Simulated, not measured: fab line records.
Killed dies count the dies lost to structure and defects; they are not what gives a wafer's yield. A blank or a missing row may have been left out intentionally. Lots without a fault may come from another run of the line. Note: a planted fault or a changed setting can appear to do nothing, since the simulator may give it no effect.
fab line records | flow n5_finfet | part 2 of 2: steps 21 to 30 of 30
[record] lots = 5 wafers = 15 last_day = 17
route steps=1938 shown BEOL_M7@1288
lots with no fault: from the same line, run without faults
start_h: the number of hours between the record's first day and the start of the first shown wafer of the lot | wait_h: time in hours since the lot's previous step | " same as the row above | L1.1+2: a single row standing in for several wafers | - value missing, or start not given | * or withheld: withheld | < > ~ a bound
route shown NAME@n: NAME is a module with steps in the file, n the number in the route of the first one | usual: the fault-free wafers' mean and standard deviation | same: alike in all rows | chamber/n: place in a boat | sites: per-site readings | _std_site: standard deviation of those values | _edge_site: mean of outer sites minus mean of inner sites | radius_mm: for every site, how far away it sits from the centre of the wafer | mask NAME#n: copy n | behind: the last tool/chamber to shape the wafer | hold: the reason the lot was held/the length of the hold in hours/how it ended | device: transistor that didn't switch, given as n, p or np | end of line: tests of these same wafers at the route's end | step lacking rows: just its recipe | killed: dies lost to structure and defects at the first sort, not the wafer's yield | map: shows each die of a wafer: x if killed, . if not, _ if none is there
set.NAME: the setting as run; set.NAME@STEP: as run at that earlier step | model.NAME: the simulator's own value behind a step, which no gauge read
lots at selected steps of the route; one table per step, one row per wafer
services: a tool's chamber out of use, with start hour (start_h, from the record's first day; less than 0 if before it), hours out, and reason
[[steps]]
[step N5_BEOL_M7_TRENCH_ETCH_37]
[recipe] chemistry = C4F6/O2 target_depth_a = 934.78 target = SiCOH_lowk time_s = 31.2 ion_energy_ev = 250 pressure_mtorr = 30 source_w = 345 bias_w = 185 Ar_flow_sccm = 300 C4F6_flow_sccm = 10 O2_flow_sccm = 10
[usual] drypump_motor_current_A = 5.6/0.46 oes_product_au = 0.78/0.093 rf_vpp_V = 663/11 showerhead_plenum_p_Torr = 2.85/0.089 throttle_valve_pct = 20.92/0.22
// columns lot.wafer tool chamber start_h wait_h drypump_motor_current_A oes_product_au rf_hours_counter_h rf_vpp_V showerhead_plenum_p_Torr throttle_valve_pct
L074.4 rie_diel-05 2 - - 6.4 0.68 222 676 2.70 21.18
L074.5 " 2 " " 6.4 0.69 - 676 2.70 21.18
L074.6 " 1 " " 5.0 0.71 - 657 2.93 20.79
L080.1 rie_diel-05 0 - - 6.4 0.67 248 667 2.81 21.33
L080.3 " 3 " " 5.5 0.73 180 649 2.73 21.11
L080.4 " 2 " " 6.3 0.68 233 675 2.69 21.22
L089.2 rie_diel-05 3 - - 5.5 0.73 201 650 2.72 21.13
L089.4 " 3 " " 5.5 0.73 - 651 2.72 21.14
L089.5 " 0 " " 6.4 0.97 - 668 2.80 20.99
L090.2 rie_diel-02 3 - - 5.8 0.72 201 679 2.94 21.00
L090.4 " 0 " " 5.9 0.86 - 677 3.00 20.43
L090.6 " 3 " " 5.8 0.73 - 678 2.94 21.01
L097.1 rie_diel-02 3 - - 5.8 0.72 212 678 2.94 21.01
L097.2 " 1 " " 5.4 0.83 70 676 2.87 20.65
L097.6 " 3 " " 5.8 0.72 - 677 2.94 21.00
[step N5_BEOL_M7_ETCH_41]
[recipe] chemistry = CH3F/O2 target = SiCN target_depth_a = 319 taper_deg = 2 time_s = 57.8 ion_energy_ev = 120 mask_material = TiN pressure_mtorr = 30 source_w = 395 bias_w = 75 Ar_flow_sccm = 150 CH3F_flow_sccm = 30 O2_flow_sccm = 20
[usual] drypump_motor_current_A = 5.6/0.46 oes_product_au = 0.78/0.093 rf_vpp_V = 297.4/1.7 showerhead_plenum_p_Torr = 2.00/0.065 throttle_valve_pct = 16.32/0.22
// columns lot.wafer tool chamber start_h wait_h drypump_motor_current_A oes_product_au rf_hours_counter_h rf_vpp_V showerhead_plenum_p_Torr throttle_valve_pct
L074.4 rie_diel-05 2 - - 6.3 0.69 222 296.1 1.89 16.62
L074.5 " 2 " " 6.3 0.69 - 294.0 1.89 16.62
L074.6 " 1 " " 5.0 0.71 - 298.0 2.06 16.25
L080.1 rie_diel-05 0 - - 6.4 0.67 248 297.6 1.97 16.74
L080.3 " 3 " " 5.5 0.74 180 295.6 1.92 16.53
L080.4 " 2 " " 6.3 0.68 233 292.8 1.89 16.63
L089.2 rie_diel-05 3 - - 5.5 0.72 201 295.4 1.91 16.55
L089.4 " 3 " " 5.5 0.72 - 294.3 1.91 16.54
L089.5 " 0 " " 6.4 0.97 - 295.2 1.97 16.29
L090.2 rie_diel-02 3 - - 5.8 0.71 201 298.9 2.07 16.42
L090.4 " 0 " " 5.9 0.86 - 299.1 2.11 15.84
L090.6 " 3 " " 5.7 0.72 - 299.9 2.07 16.41
L097.1 rie_diel-02 3 - - 5.7 0.71 212 300.2 2.07 16.44
L097.2 " 1 " " 5.4 0.82 70 298.1 2.02 16.04
L097.6 " 3 " " 5.8 0.71 - 299.0 2.07 16.45
[step N5_BEOL_M7_STRIP_80]
[recipe] chemistry = N2/H2 time_s = 10 power_w = 450 temp_c = 40 pressure_mtorr = 20 rf_frequency_hz = 6e+07 bias_power_w = 7 n2_flow_sccm = 200 h2_flow_sccm = 200
[usual] drypump_motor_current_A = 5.6/0.46 oes_product_au = 0.78/0.093 rf_vpp_V = 59.1/0.82 showerhead_plenum_p_Torr = 2.54/0.083 throttle_valve_pct = 23.59/0.29
// columns lot.wafer tool chamber start_h wait_h drypump_motor_current_A oes_product_au rf_hours_counter_h rf_vpp_V showerhead_plenum_p_Torr throttle_valve_pct
L074.4 rie_diel-05 2 - - 6.3 0.68 222 59.0 2.41 23.97
L074.5 " 2 " " 6.3 0.69 - 59.7 2.41 23.97
L074.6 " 1 " " 5.0 0.71 - 60.2 2.62 23.56
L080.1 rie_diel-05 0 - - 6.4 0.67 248 59.1 2.50 23.94
L080.3 " 3 " " 5.5 0.74 180 60.1 2.43 23.77
L080.4 " 2 " " 6.4 0.69 233 58.2 2.40 23.98
L089.2 rie_diel-05 3 - - 5.5 0.71 201 57.2 2.42 23.80
L089.4 " 3 " " 5.5 0.71 - 57.7 2.42 23.80
L089.5 " 0 " " 6.4 0.95 - 59.9 2.49 23.64
L090.2 rie_diel-02 3 - - 5.8 0.71 201 59.4 2.62 23.36
L090.4 " 0 " " 5.9 0.87 - 59.4 2.68 22.89
L090.6 " 3 " " 5.8 0.71 - 60.4 2.62 23.36
L097.1 rie_diel-02 3 - - 5.8 0.71 212 59.8 2.61 23.38
L097.2 " 1 " " 5.4 0.83 70 58.6 2.57 23.48
L097.6 " 3 " " 5.8 0.70 - 60.4 2.61 23.36
[step N5_BEOL_M7_OCD_MEAS_38]
[usual] trench_depth_nm = 93.4/1.5
// columns lot.wafer tool chamber start_h wait_h trench_depth_nm
L074.4 ocd-02 - 199.88 - 92.0
L074.5 " - " " 92.7
L074.6 " - " " 90.9
L080.1 ocd-02 - 235.79 - 91.9
L080.3 " - " " 92.5
L080.4 " - " " 92.6
L089.2 ocd-02 - 279.81 - 93.5
L089.4 " - " " 94.2
L089.5 " - " " 94.8
L090.2 ocd-02 - 302.66 - 91.8
L090.4 " - " " 92.9
L090.6 " - " " 93.0
L097.1 ocd-01 - 332.85 - 92.8
L097.2 " - " " 96.3
L097.6 " - " " 93.9
[step N5_BEOL_M7_HM_STRIP_39]
[recipe] chemistry = peroxide_tin_strip material = TiN target_depth_a = 250 temp_c = 50 time_s = 158
// columns lot.wafer tool chamber start_h wait_h
L074.4+5+6 wet_bench-02 6,0,1 199.91 0.0
L080.1+3+4 wet_bench-06 7,5,6 235.82 0.0
L089.2+4+5 wet_bench-04 4,6,7 279.84 0.0
L090.2+4+6 wet_bench-02 3,6,5 302.69 0.0
L097.1+2+6 wet_bench-04 6,0,7 332.88 0.0
[step N5_BEOL_M7_SRD_40]
[recipe] time_s = 30 temp_c = 23 rinse_liquid = diw dry = ipa_marangoni
// columns lot.wafer tool chamber start_h wait_h
L074.4+5+6 wet_bench-02 6,0,1 199.96 0.0
L080.1+3+4 wet_bench-06 7,5,6 235.87 0.0
L089.2+4+5 wet_bench-04 4,6,7 279.89 0.0
L090.2+4+6 wet_bench-02 3,6,5 302.74 0.0
L097.1+2+6 wet_bench-04 6,0,7 332.93 0.0
[step N5_BEOL_M7_PRECLEAN_42]
[recipe] chemistry = residue_remover time_s = 60 temp_c = 40
// columns lot.wafer tool chamber start_h wait_h
L074.4+5+6 wet_bench-02 6,0,1 199.97 0.0
L080.1+3+4 wet_bench-06 7,5,6 235.89 0.0
L089.2+4+5 wet_bench-04 4,6,7 279.91 0.0
L090.2+4+6 wet_bench-02 3,6,5 302.75 0.0
L097.1+2+6 wet_bench-04 6,0,7 332.95 0.0
[step N5_BEOL_M7_SRD_43]
[recipe] time_s = 30 temp_c = 23 rinse_liquid = diw dry = ipa_marangoni
// columns lot.wafer tool chamber start_h wait_h
L074.4+5+6 wet_bench-02 6,0,1 199.99 0.0
L080.1+3+4 wet_bench-06 7,5,6 235.90 0.0
L089.2+4+5 wet_bench-04 4,6,7 279.92 0.0
L090.2+4+6 wet_bench-02 3,6,5 302.77 0.0
L097.1+2+6 wet_bench-04 6,0,7 332.96 0.0
[step N5_BEOL_M7_CD_MEAS_35]
[recipe] target_cd_nm = 40 polarity = opening
[usual] cd_nm = 40.3/0.5
// columns lot.wafer tool chamber start_h wait_h cd_nm
L074.4 cd_sem-02 - 200.03 0.0 40.5
L074.5 " - " " 40.1
L074.6 " - " " 40.7
L080.1 cd_sem-02 - 235.94 0.0 39.8
L080.3 " - " " 39.5
L080.4 " - " " 40.7
L089.2 cd_sem-03 - 279.96 0.0 41.4
L089.4 " - " " 41.2
L089.5 " - " " 40.7
L090.2 cd_sem-01 - 302.81 0.0 40.0
L090.4 " - " " 39.4
L090.6 " - " " 39.6
L097.1 cd_sem-01 - 333.00 0.0 40.6
L097.2 " - " " 41.5
L097.6 " - " " 40.4
[step N5_BEOL_M7_CURE_75]
[recipe] temp_c = 370 time_s = 120 ambient = DMADMS/He material = SiCOH_lowk
[usual] lamp_power_pct = 52.31/0.055 wafer_temp_C_max = 371.8/0.6
// columns lot.wafer tool chamber start_h wait_h lamp_power_pct wafer_temp_C_max
L074.4 uv_cure-02 2 200.22 0.2 52.28 373.2
L074.5 " 2 " " 52.34 372.5
L074.6 " 2 " " 52.37 372.2
L080.1 uv_cure-03 1 235.98 0.0 52.26 371.5
L080.3 " 1 " " 52.26 371.6
L080.4 " 1 " " 52.33 371.6
L089.2 uv_cure-02 2 280.05 0.1 52.33 372.7
L089.4 " 2 " " 52.34 372.2
L089.5 " 2 " " 52.30 372.4
L090.2 uv_cure-03 1 302.90 0.1 52.33 371.2
L090.4 " 1 " " 52.34 370.9
L090.6 " 1 " " 52.26 371.1
L097.1 uv_cure-03 0 333.04 0.0 52.23 371.6
L097.2 " 0 " " 52.39 371.9
L097.6 " 0 " " 52.39 371.5
[[services]]
// columns tool chamber start_h hours kind
euv_scanner-01 - 187.82 0.5 repair
uv_cure-02 - 203.98 4.5 repair
wet_bench-06 - 205.14 0.9 repair
euv_scanner-02 - 212.96 1.0 pm
rie_diel-05 0 215.24 3.8 repair
euv_scanner-01 - 219.89 1.0 pm
wet_bench-06 - 240.09 2.5 repair
rie_diel-05 0 241.21 - clean
rie_diel-05 0 241.21 - consumable_replace:focus_ring
rie_diel-05 0 241.21 16.2 scheduled_down
uv_cure-03 - 241.21 7.5 pm
rie_diel-02 - 243.38 28.1 pm
rie_diel-05 - 253.86 0.2 repair
euv_scanner-01 - 260.61 12.0 pm
euv_scanner-02 - 272.61 1.0 pm
euv_scanner-01 - 276.04 1.0 pm
euv_scanner-02 - 278.69 4.6 pm
euv_scanner-01 - 287.04 4.6 pm
rie_diel-02 3 290.29 7.6 repair
rie_diel-02 1 297.44 11.5 repair
uv_cure-02 - 301.07 24.9 pm
euv_scanner-01 - 313.58 17.3 pm
wet_bench-04 - 324.17 5.3 repair
euv_scanner-01 - 330.88 5.8 pm
